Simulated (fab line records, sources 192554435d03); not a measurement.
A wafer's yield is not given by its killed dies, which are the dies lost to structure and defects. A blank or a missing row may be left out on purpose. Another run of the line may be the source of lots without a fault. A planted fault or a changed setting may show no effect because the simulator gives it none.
fab line records :: flow n5-finfet :: part 2 of 2: steps 24 to 33 of 33
record:
  lots: 5
  wafers: 15
  last-day: 17
route steps=1938 shown BEOL_M4@1065
lots that met no fault: taken from a fault-free run of the same line
start-h: hours from the record's first day to the start of the lot's first wafer shown :: wait-h: hours from the lot's prior step to this one :: " as in the row above :: L1.1+2: a row that stands for several wafers :: - value missing, or start not given :: * or withheld: withheld :: < > ~ a bound
route shown NAME@n: names a module that has steps shown in the file, with the first one's number in the route :: usual: mean/standard deviation of fault-free wafers :: same: alike in all rows :: chamber/n: place in a boat :: sites: per-site readings :: _std_site: the standard deviation of these :: _edge_site: the outer-site mean with the inner-site mean subtracted :: radius-mm: how far each site lies from the wafer's centre :: mask NAME#n: copy n :: behind: the most recent tool/chamber to have shaped the wafer :: hold: reason for holding the lot/hours on hold/outcome of the hold :: device: whichever transistor did not switch (one of n, p or np) :: end of line: tests of these same wafers at the route's end :: a step without rows: its recipe alone :: killed: not the wafer's yield, but the dies lost to structure and defects at the first sort :: map: a wafer's dies, x killed, . not, _ none there
set.NAME: the setting as run; set.NAME@STEP: as run at that earlier step :: model.NAME: the simulator's own value behind a step, which no gauge read
lots at selected steps of the route; one table per step, one row per wafer
services: the hour from which a tool's chamber was out of use, counted from the record's first day as start-h (under 0 if before that day), plus the number of hours and why
== steps ==
step: N5_BEOL_M4_SPUTTER_81
recipe:
  material: Cu
  target-thk-a: 45
  temp-c: -20
  chamber-pressure-pa: 0.07
  power-w: withheld
  time-s: 8.29
usual:
  throttle-valve-pct: 30.2/1.5
lot.wafer: L074.2
tool: pvd-sputter-02
chamber: -
start-h: 159.21
wait-h: 0.1
throttle-valve-pct: 32.6

lot.wafer: L074.4
tool: pvd-sputter-02
chamber: -
start-h: 159.21
wait-h: 0.1
throttle-valve-pct: 32.8

lot.wafer: L074.5
tool: pvd-sputter-02
chamber: -
start-h: 159.21
wait-h: 0.1
throttle-valve-pct: 28.4

lot.wafer: L078.3
tool: pvd-sputter-02
chamber: -
start-h: 201.99
wait-h: 0.1
throttle-valve-pct: 28.5

lot.wafer: L078.4
tool: pvd-sputter-02
chamber: -
start-h: 201.99
wait-h: 0.1
throttle-valve-pct: 30.6

lot.wafer: L078.5
tool: pvd-sputter-02
chamber: -
start-h: 201.99
wait-h: 0.1
throttle-valve-pct: 32.6

lot.wafer: L083.1
tool: pvd-sputter-02
chamber: -
start-h: 216.46
wait-h: 0.1
throttle-valve-pct: 30.9

lot.wafer: L083.2
tool: pvd-sputter-02
chamber: -
start-h: 216.46
wait-h: 0.1
throttle-valve-pct: 28.7

lot.wafer: L083.6
tool: pvd-sputter-02
chamber: -
start-h: 216.46
wait-h: 0.1
throttle-valve-pct: 30.9

lot.wafer: L086.3
tool: pvd-sputter-03
chamber: -
start-h: 247.51
wait-h: 0.1
throttle-valve-pct: 28.7

lot.wafer: L086.4
tool: pvd-sputter-03
chamber: -
start-h: 247.51
wait-h: 0.1
throttle-valve-pct: 27.9

lot.wafer: L086.6
tool: pvd-sputter-03
chamber: -
start-h: 247.51
wait-h: 0.1
throttle-valve-pct: 27.7

lot.wafer: L093.2
tool: pvd-sputter-02
chamber: -
start-h: 285.97
wait-h: 0.1
throttle-valve-pct: 28.4

lot.wafer: L093.5
tool: pvd-sputter-02
chamber: -
start-h: 285.97
wait-h: 0.1
throttle-valve-pct: 29.4

lot.wafer: L093.6
tool: pvd-sputter-02
chamber: -
start-h: 285.97
wait-h: 0.1
throttle-valve-pct: 30.8
step: N5_BEOL_M4_ANNEAL_82
recipe:
  temp-c: 400
  time-s: 240
  ambient: vacuum
usual:
  heater-power-w: 795/97
lot.wafer: L074.2
tool: pvd-sputter-02
chamber: -
start-h: 159.29
wait-h: 0.0
heater-power-w: 637

lot.wafer: L074.4
tool: pvd-sputter-02
chamber: -
start-h: 159.29
wait-h: 0.0
heater-power-w: 646

lot.wafer: L074.5
tool: pvd-sputter-02
chamber: -
start-h: 159.29
wait-h: 0.0
heater-power-w: 785

lot.wafer: L078.3
tool: pvd-sputter-02
chamber: -
start-h: 202.07
wait-h: 0.0
heater-power-w: 819

lot.wafer: L078.4
tool: pvd-sputter-02
chamber: -
start-h: 202.07
wait-h: 0.0
heater-power-w: 792

lot.wafer: L078.5
tool: pvd-sputter-02
chamber: -
start-h: 202.07
wait-h: 0.0
heater-power-w: 633

lot.wafer: L083.1
tool: pvd-sputter-02
chamber: -
start-h: 216.54
wait-h: 0.0
heater-power-w: 793

lot.wafer: L083.2
tool: pvd-sputter-02
chamber: -
start-h: 216.54
wait-h: 0.0
heater-power-w: 833

lot.wafer: L083.6
tool: pvd-sputter-02
chamber: -
start-h: 216.54
wait-h: 0.0
heater-power-w: 770

lot.wafer: L086.3
tool: pvd-sputter-03
chamber: -
start-h: 247.59
wait-h: 0.0
heater-power-w: 837

lot.wafer: L086.4
tool: pvd-sputter-03
chamber: -
start-h: 247.59
wait-h: 0.0
heater-power-w: 765

lot.wafer: L086.6
tool: pvd-sputter-03
chamber: -
start-h: 247.59
wait-h: 0.0
heater-power-w: 779

lot.wafer: L093.2
tool: pvd-sputter-02
chamber: -
start-h: 286.05
wait-h: 0.0
heater-power-w: 812

lot.wafer: L093.5
tool: pvd-sputter-02
chamber: -
start-h: 286.05
wait-h: 0.0
heater-power-w: 1023

lot.wafer: L093.6
tool: pvd-sputter-02
chamber: -
start-h: 286.05
wait-h: 0.0
heater-power-w: 760
step: N5_BEOL_M4_SPUTTER_86
recipe:
  material: Cu
  target-thk-a: 45
  temp-c: -20
  chamber-pressure-pa: 0.07
  power-w: withheld
  time-s: 8.29
usual:
  throttle-valve-pct: 30.2/1.5
lot.wafer: L074.2
tool: pvd-sputter-02
chamber: -
start-h: 159.43
wait-h: 0.1
throttle-valve-pct: 32.4

lot.wafer: L074.4
tool: pvd-sputter-02
chamber: -
start-h: 159.43
wait-h: 0.1
throttle-valve-pct: 32.7

lot.wafer: L074.5
tool: pvd-sputter-02
chamber: -
start-h: 159.43
wait-h: 0.1
throttle-valve-pct: 28.6

lot.wafer: L078.3
tool: pvd-sputter-02
chamber: -
start-h: 202.21
wait-h: 0.1
throttle-valve-pct: 28.1

lot.wafer: L078.4
tool: pvd-sputter-02
chamber: -
start-h: 202.21
wait-h: 0.1
throttle-valve-pct: 31.2

lot.wafer: L078.5
tool: pvd-sputter-02
chamber: -
start-h: 202.21
wait-h: 0.1
throttle-valve-pct: 32.4

lot.wafer: L083.1
tool: pvd-sputter-02
chamber: -
start-h: 216.68
wait-h: 0.1
throttle-valve-pct: 31.0

lot.wafer: L083.2
tool: pvd-sputter-02
chamber: -
start-h: 216.68
wait-h: 0.1
throttle-valve-pct: 28.8

lot.wafer: L083.6
tool: pvd-sputter-02
chamber: -
start-h: 216.68
wait-h: 0.1
throttle-valve-pct: 31.1

lot.wafer: L086.3
tool: pvd-sputter-03
chamber: -
start-h: 247.73
wait-h: 0.1
throttle-valve-pct: 28.7

lot.wafer: L086.4
tool: pvd-sputter-03
chamber: -
start-h: 247.73
wait-h: 0.1
throttle-valve-pct: 27.8

lot.wafer: L086.6
tool: pvd-sputter-03
chamber: -
start-h: 247.73
wait-h: 0.1
throttle-valve-pct: 28.0

lot.wafer: L093.2
tool: pvd-sputter-02
chamber: -
start-h: 286.19
wait-h: 0.1
throttle-valve-pct: 28.2

lot.wafer: L093.5
tool: pvd-sputter-02
chamber: -
start-h: 286.19
wait-h: 0.1
throttle-valve-pct: 29.0

lot.wafer: L093.6
tool: pvd-sputter-02
chamber: -
start-h: 286.19
wait-h: 0.1
throttle-valve-pct: 31.1
step: N5_BEOL_M4_ANNEAL_87
recipe:
  temp-c: 400
  time-s: 240
  ambient: vacuum
usual:
  heater-power-w: 795/95
lot.wafer: L074.2
tool: pvd-sputter-02
chamber: -
start-h: 159.51
wait-h: 0.0
heater-power-w: 643

lot.wafer: L074.4
tool: pvd-sputter-02
chamber: -
start-h: 159.51
wait-h: 0.0
heater-power-w: 649

lot.wafer: L074.5
tool: pvd-sputter-02
chamber: -
start-h: 159.51
wait-h: 0.0
heater-power-w: 814

lot.wafer: L078.3
tool: pvd-sputter-02
chamber: -
start-h: 202.29
wait-h: 0.0
heater-power-w: 826

lot.wafer: L078.4
tool: pvd-sputter-02
chamber: -
start-h: 202.29
wait-h: 0.0
heater-power-w: 790

lot.wafer: L078.5
tool: pvd-sputter-02
chamber: -
start-h: 202.29
wait-h: 0.0
heater-power-w: 653

lot.wafer: L083.1
tool: pvd-sputter-02
chamber: -
start-h: 216.76
wait-h: 0.0
heater-power-w: 781

lot.wafer: L083.2
tool: pvd-sputter-02
chamber: -
start-h: 216.76
wait-h: 0.0
heater-power-w: 818

lot.wafer: L083.6
tool: pvd-sputter-02
chamber: -
start-h: 216.76
wait-h: 0.0
heater-power-w: 787

lot.wafer: L086.3
tool: pvd-sputter-03
chamber: -
start-h: 247.81
wait-h: 0.0
heater-power-w: 798

lot.wafer: L086.4
tool: pvd-sputter-03
chamber: -
start-h: 247.81
wait-h: 0.0
heater-power-w: 781

lot.wafer: L086.6
tool: pvd-sputter-03
chamber: -
start-h: 247.81
wait-h: 0.0
heater-power-w: 765

lot.wafer: L093.2
tool: pvd-sputter-02
chamber: -
start-h: 286.27
wait-h: 0.0
heater-power-w: 792

lot.wafer: L093.5
tool: pvd-sputter-02
chamber: -
start-h: 286.27
wait-h: 0.0
heater-power-w: 1012

lot.wafer: L093.6
tool: pvd-sputter-02
chamber: -
start-h: 286.27
wait-h: 0.0
heater-power-w: 803
step: N5_BEOL_M4_SPUTTER_88
recipe:
  material: Cu
  target-thk-a: 45
  temp-c: -20
  chamber-pressure-pa: 0.07
  power-w: withheld
  time-s: 8.29
usual:
  throttle-valve-pct: 30.2/1.5
lot.wafer: L074.2
tool: pvd-sputter-02
chamber: -
start-h: 159.65
wait-h: 0.1
throttle-valve-pct: 32.7

lot.wafer: L074.4
tool: pvd-sputter-02
chamber: -
start-h: 159.65
wait-h: 0.1
throttle-valve-pct: 32.7

lot.wafer: L074.5
tool: pvd-sputter-02
chamber: -
start-h: 159.65
wait-h: 0.1
throttle-valve-pct: 28.5

lot.wafer: L078.3
tool: pvd-sputter-02
chamber: -
start-h: 202.43
wait-h: 0.1
throttle-valve-pct: 28.5

lot.wafer: L078.4
tool: pvd-sputter-02
chamber: -
start-h: 202.43
wait-h: 0.1
throttle-valve-pct: 31.0

lot.wafer: L078.5
tool: pvd-sputter-02
chamber: -
start-h: 202.43
wait-h: 0.1
throttle-valve-pct: 32.5

lot.wafer: L083.1
tool: pvd-sputter-02
chamber: -
start-h: 216.90
wait-h: 0.1
throttle-valve-pct: 31.1

lot.wafer: L083.2
tool: pvd-sputter-02
chamber: -
start-h: 216.90
wait-h: 0.1
throttle-valve-pct: 28.5

lot.wafer: L083.6
tool: pvd-sputter-02
chamber: -
start-h: 216.90
wait-h: 0.1
throttle-valve-pct: 31.0

lot.wafer: L086.3
tool: pvd-sputter-03
chamber: -
start-h: 247.95
wait-h: 0.1
throttle-valve-pct: 28.5

lot.wafer: L086.4
tool: pvd-sputter-03
chamber: -
start-h: 247.95
wait-h: 0.1
throttle-valve-pct: 27.8

lot.wafer: L086.6
tool: pvd-sputter-03
chamber: -
start-h: 247.95
wait-h: 0.1
throttle-valve-pct: 27.7

lot.wafer: L093.2
tool: pvd-sputter-02
chamber: -
start-h: 286.41
wait-h: 0.1
throttle-valve-pct: 28.4

lot.wafer: L093.5
tool: pvd-sputter-02
chamber: -
start-h: 286.41
wait-h: 0.1
throttle-valve-pct: 29.2

lot.wafer: L093.6
tool: pvd-sputter-02
chamber: -
start-h: 286.41
wait-h: 0.1
throttle-valve-pct: 31.2
step: N5_BEOL_M4_ANNEAL_89
recipe:
  temp-c: 400
  time-s: 240
  ambient: vacuum
usual:
  heater-power-w: 795/95
lot.wafer: L074.2
tool: pvd-sputter-02
chamber: -
start-h: 159.73
wait-h: 0.0
heater-power-w: 652

lot.wafer: L074.4
tool: pvd-sputter-02
chamber: -
start-h: 159.73
wait-h: 0.0
heater-power-w: 647

lot.wafer: L074.5
tool: pvd-sputter-02
chamber: -
start-h: 159.73
wait-h: 0.0
heater-power-w: 826

lot.wafer: L078.3
tool: pvd-sputter-02
chamber: -
start-h: 202.51
wait-h: 0.0
heater-power-w: 787

lot.wafer: L078.4
tool: pvd-sputter-02
chamber: -
start-h: 202.51
wait-h: 0.0
heater-power-w: 779

lot.wafer: L078.5
tool: pvd-sputter-02
chamber: -
start-h: 202.51
wait-h: 0.0
heater-power-w: 654

lot.wafer: L083.1
tool: pvd-sputter-02
chamber: -
start-h: 216.98
wait-h: 0.0
heater-power-w: 793

lot.wafer: L083.2
tool: pvd-sputter-02
chamber: -
start-h: 216.98
wait-h: 0.0
heater-power-w: 803

lot.wafer: L083.6
tool: pvd-sputter-02
chamber: -
start-h: 216.98
wait-h: 0.0
heater-power-w: 768

lot.wafer: L086.3
tool: pvd-sputter-03
chamber: -
start-h: 248.03
wait-h: 0.0
heater-power-w: 812

lot.wafer: L086.4
tool: pvd-sputter-03
chamber: -
start-h: 248.03
wait-h: 0.0
heater-power-w: 757

lot.wafer: L086.6
tool: pvd-sputter-03
chamber: -
start-h: 248.03
wait-h: 0.0
heater-power-w: 777

lot.wafer: L093.2
tool: pvd-sputter-02
chamber: -
start-h: 286.49
wait-h: 0.0
heater-power-w: 822

lot.wafer: L093.5
tool: pvd-sputter-02
chamber: -
start-h: 286.49
wait-h: 0.0
heater-power-w: 1018

lot.wafer: L093.6
tool: pvd-sputter-02
chamber: -
start-h: 286.49
wait-h: 0.0
heater-power-w: 759
step: N5_BEOL_M4_SPUTTER_90
recipe:
  material: Cu
  target-thk-a: 45
  temp-c: -20
  chamber-pressure-pa: 0.07
  power-w: withheld
  time-s: 8.29
usual:
  throttle-valve-pct: 30.2/1.5
lot.wafer: L074.2
tool: pvd-sputter-02
chamber: -
start-h: 159.87
wait-h: 0.1
throttle-valve-pct: 32.6

lot.wafer: L074.4
tool: pvd-sputter-02
chamber: -
start-h: 159.87
wait-h: 0.1
throttle-valve-pct: 32.4

lot.wafer: L074.5
tool: pvd-sputter-02
chamber: -
start-h: 159.87
wait-h: 0.1
throttle-valve-pct: 28.3

lot.wafer: L078.3
tool: pvd-sputter-02
chamber: -
start-h: 202.65
wait-h: 0.1
throttle-valve-pct: 28.5

lot.wafer: L078.4
tool: pvd-sputter-02
chamber: -
start-h: 202.65
wait-h: 0.1
throttle-valve-pct: 31.2

lot.wafer: L078.5
tool: pvd-sputter-02
chamber: -
start-h: 202.65
wait-h: 0.1
throttle-valve-pct: 33.0

lot.wafer: L083.1
tool: pvd-sputter-02
chamber: -
start-h: 217.12
wait-h: 0.1
throttle-valve-pct: 30.7

lot.wafer: L083.2
tool: pvd-sputter-02
chamber: -
start-h: 217.12
wait-h: 0.1
throttle-valve-pct: 28.7

lot.wafer: L083.6
tool: pvd-sputter-02
chamber: -
start-h: 217.12
wait-h: 0.1
throttle-valve-pct: 31.1

lot.wafer: L086.3
tool: pvd-sputter-03
chamber: -
start-h: 248.17
wait-h: 0.1
throttle-valve-pct: 28.4

lot.wafer: L086.4
tool: pvd-sputter-03
chamber: -
start-h: 248.17
wait-h: 0.1
throttle-valve-pct: 28.1

lot.wafer: L086.6
tool: pvd-sputter-03
chamber: -
start-h: 248.17
wait-h: 0.1
throttle-valve-pct: 27.9

lot.wafer: L093.2
tool: pvd-sputter-02
chamber: -
start-h: 286.63
wait-h: 0.1
throttle-valve-pct: 28.7

lot.wafer: L093.5
tool: pvd-sputter-02
chamber: -
start-h: 286.63
wait-h: 0.1
throttle-valve-pct: 29.1

lot.wafer: L093.6
tool: pvd-sputter-02
chamber: -
start-h: 286.63
wait-h: 0.1
throttle-valve-pct: 30.9
step: N5_BEOL_M4_ANNEAL_91
recipe:
  temp-c: 400
  time-s: 240
  ambient: vacuum
usual:
  heater-power-w: 793/94
lot.wafer: L074.2
tool: pvd-sputter-02
chamber: -
start-h: 159.95
wait-h: 0.0
heater-power-w: 644

lot.wafer: L074.4
tool: pvd-sputter-02
chamber: -
start-h: 159.95
wait-h: 0.0
heater-power-w: 670

lot.wafer: L074.5
tool: pvd-sputter-02
chamber: -
start-h: 159.95
wait-h: 0.0
heater-power-w: 787

lot.wafer: L078.3
tool: pvd-sputter-02
chamber: -
start-h: 202.73
wait-h: 0.0
heater-power-w: 798

lot.wafer: L078.4
tool: pvd-sputter-02
chamber: -
start-h: 202.73
wait-h: 0.0
heater-power-w: 787

lot.wafer: L078.5
tool: pvd-sputter-02
chamber: -
start-h: 202.73
wait-h: 0.0
heater-power-w: 648

lot.wafer: L083.1
tool: pvd-sputter-02
chamber: -
start-h: 217.20
wait-h: 0.0
heater-power-w: 787

lot.wafer: L083.2
tool: pvd-sputter-02
chamber: -
start-h: 217.20
wait-h: 0.0
heater-power-w: 797

lot.wafer: L083.6
tool: pvd-sputter-02
chamber: -
start-h: 217.20
wait-h: 0.0
heater-power-w: 782

lot.wafer: L086.3
tool: pvd-sputter-03
chamber: -
start-h: 248.25
wait-h: 0.0
heater-power-w: 825

lot.wafer: L086.4
tool: pvd-sputter-03
chamber: -
start-h: 248.25
wait-h: 0.0
heater-power-w: 785

lot.wafer: L086.6
tool: pvd-sputter-03
chamber: -
start-h: 248.25
wait-h: 0.0
heater-power-w: 765

lot.wafer: L093.2
tool: pvd-sputter-02
chamber: -
start-h: 286.71
wait-h: 0.0
heater-power-w: 829

lot.wafer: L093.5
tool: pvd-sputter-02
chamber: -
start-h: 286.71
wait-h: 0.0
heater-power-w: 988

lot.wafer: L093.6
tool: pvd-sputter-02
chamber: -
start-h: 286.71
wait-h: 0.0
heater-power-w: 773
step: N5_BEOL_M4_SPUTTER_92
recipe:
  material: Cu
  target-thk-a: 45
  temp-c: -20
  chamber-pressure-pa: 0.07
  power-w: withheld
  time-s: 8.29
usual:
  throttle-valve-pct: 30.1/1.5
lot.wafer: L074.2
tool: pvd-sputter-02
chamber: -
start-h: 160.09
wait-h: 0.1
throttle-valve-pct: 32.4

lot.wafer: L074.4
tool: pvd-sputter-02
chamber: -
start-h: 160.09
wait-h: 0.1
throttle-valve-pct: 32.8

lot.wafer: L074.5
tool: pvd-sputter-02
chamber: -
start-h: 160.09
wait-h: 0.1
throttle-valve-pct: 28.7

lot.wafer: L078.3
tool: pvd-sputter-02
chamber: -
start-h: 202.87
wait-h: 0.1
throttle-valve-pct: 28.6

lot.wafer: L078.4
tool: pvd-sputter-02
chamber: -
start-h: 202.87
wait-h: 0.1
throttle-valve-pct: 31.1

lot.wafer: L078.5
tool: pvd-sputter-02
chamber: -
start-h: 202.87
wait-h: 0.1
throttle-valve-pct: 32.7

lot.wafer: L083.1
tool: pvd-sputter-02
chamber: -
start-h: 217.34
wait-h: 0.1
throttle-valve-pct: 30.7

lot.wafer: L083.2
tool: pvd-sputter-02
chamber: -
start-h: 217.34
wait-h: 0.1
throttle-valve-pct: 28.6

lot.wafer: L083.6
tool: pvd-sputter-02
chamber: -
start-h: 217.34
wait-h: 0.1
throttle-valve-pct: 31.1

lot.wafer: L086.3
tool: pvd-sputter-03
chamber: -
start-h: 248.39
wait-h: 0.1
throttle-valve-pct: 28.5

lot.wafer: L086.4
tool: pvd-sputter-03
chamber: -
start-h: 248.39
wait-h: 0.1
throttle-valve-pct: 27.8

lot.wafer: L086.6
tool: pvd-sputter-03
chamber: -
start-h: 248.39
wait-h: 0.1
throttle-valve-pct: 28.0

lot.wafer: L093.2
tool: pvd-sputter-02
chamber: -
start-h: 286.85
wait-h: 0.1
throttle-valve-pct: 28.5

lot.wafer: L093.5
tool: pvd-sputter-02
chamber: -
start-h: 286.85
wait-h: 0.1
throttle-valve-pct: 28.9

lot.wafer: L093.6
tool: pvd-sputter-02
chamber: -
start-h: 286.85
wait-h: 0.1
throttle-valve-pct: 31.0
step: N5_BEOL_M4_ANNEAL_93
recipe:
  temp-c: 400
  time-s: 240
  ambient: vacuum
usual:
  heater-power-w: 794/95
lot.wafer: L074.2
tool: pvd-sputter-02
chamber: -
start-h: 160.17
wait-h: 0.0
heater-power-w: 645

lot.wafer: L074.4
tool: pvd-sputter-02
chamber: -
start-h: 160.17
wait-h: 0.0
heater-power-w: 642

lot.wafer: L074.5
tool: pvd-sputter-02
chamber: -
start-h: 160.17
wait-h: 0.0
heater-power-w: 833

lot.wafer: L078.3
tool: pvd-sputter-02
chamber: -
start-h: 202.95
wait-h: 0.0
heater-power-w: 820

lot.wafer: L078.4
tool: pvd-sputter-02
chamber: -
start-h: 202.95
wait-h: 0.0
heater-power-w: 779

lot.wafer: L078.5
tool: pvd-sputter-02
chamber: -
start-h: 202.95
wait-h: 0.0
heater-power-w: 659

lot.wafer: L083.1
tool: pvd-sputter-02
chamber: -
start-h: 217.42
wait-h: 0.0
heater-power-w: 795

lot.wafer: L083.2
tool: pvd-sputter-02
chamber: -
start-h: 217.42
wait-h: 0.0
heater-power-w: 821

lot.wafer: L083.6
tool: pvd-sputter-02
chamber: -
start-h: 217.42
wait-h: 0.0
heater-power-w: 800

lot.wafer: L086.3
tool: pvd-sputter-03
chamber: -
start-h: 248.47
wait-h: 0.0
heater-power-w: 841

lot.wafer: L086.4
tool: pvd-sputter-03
chamber: -
start-h: 248.47
wait-h: 0.0
heater-power-w: 746

lot.wafer: L086.6
tool: pvd-sputter-03
chamber: -
start-h: 248.47
wait-h: 0.0
heater-power-w: 751

lot.wafer: L093.2
tool: pvd-sputter-02
chamber: -
start-h: 286.93
wait-h: 0.0
heater-power-w: 841

lot.wafer: L093.5
tool: pvd-sputter-02
chamber: -
start-h: 286.93
wait-h: 0.0
heater-power-w: 988

lot.wafer: L093.6
tool: pvd-sputter-02
chamber: -
start-h: 286.93
wait-h: 0.0
heater-power-w: 800
== services ==
tool: pvd-sputter-03
chamber: -
start-h: 134.43
hours: 3.8
kind: repair

tool: cvd-co-02
chamber: -
start-h: 138.31
hours: 0.3
kind: repair

tool: pvd-sputter-02
chamber: -
start-h: 138.49
hours: 1.9
kind: repair

tool: rie-diel-05
chamber: 1
start-h: 139.24
hours: -
kind: clean

tool: rie-diel-05
chamber: 1
start-h: 139.24
hours: -
kind: consumable-replace:focus-ring

tool: rie-diel-05
chamber: 1
start-h: 139.24
hours: -
kind: consumable-replace:showerhead

tool: pvd-sputter-03
chamber: -
start-h: 149.97
hours: 2.2
kind: repair

tool: ald-metal-02
chamber: -
start-h: 155.10
hours: 2.8
kind: pm

tool: rie-diel-06
chamber: 3
start-h: 159.99
hours: 6.8
kind: repair

tool: cvd-co-02
chamber: -
start-h: 179.76
hours: 2.8
kind: pm

tool: ald-metal-04
chamber: -
start-h: 195.04
hours: 2.8
kind: pm

tool: rie-diel-06
chamber: 1
start-h: 211.69
hours: -
kind: clean

tool: rie-diel-06
chamber: 1
start-h: 211.69
hours: -
kind: consumable-replace:focus-ring

tool: rie-diel-06
chamber: 1
start-h: 211.69
hours: 15.6
kind: scheduled-down

tool: rie-diel-06
chamber: 1
start-h: 211.69
hours: 15.6
kind: vent-cycle

tool: cvd-co-02
chamber: -
start-h: 215.16
hours: 6.9
kind: pm

tool: cvd-co-01
chamber: 0
start-h: 215.84
hours: 2.9
kind: repair

tool: ald-metal-04
chamber: 2
start-h: 215.93
hours: 30.7
kind: repair

tool: rie-diel-05
chamber: 1
start-h: 221.26
hours: 6.6
kind: repair

tool: cvd-co-02
chamber: -
start-h: 228.18
hours: 3.4
kind: repair

tool: ald-metal-02
chamber: 0
start-h: 245.17
hours: 3.3
kind: repair

tool: ald-metal-04
chamber: -
start-h: 255.10
hours: 8.7
kind: pm

tool: ald-metal-02
chamber: 2
start-h: 274.89
hours: 21.6
kind: repair

tool: ald-metal-02
chamber: 1
start-h: 285.24
hours: 3.4
kind: repair
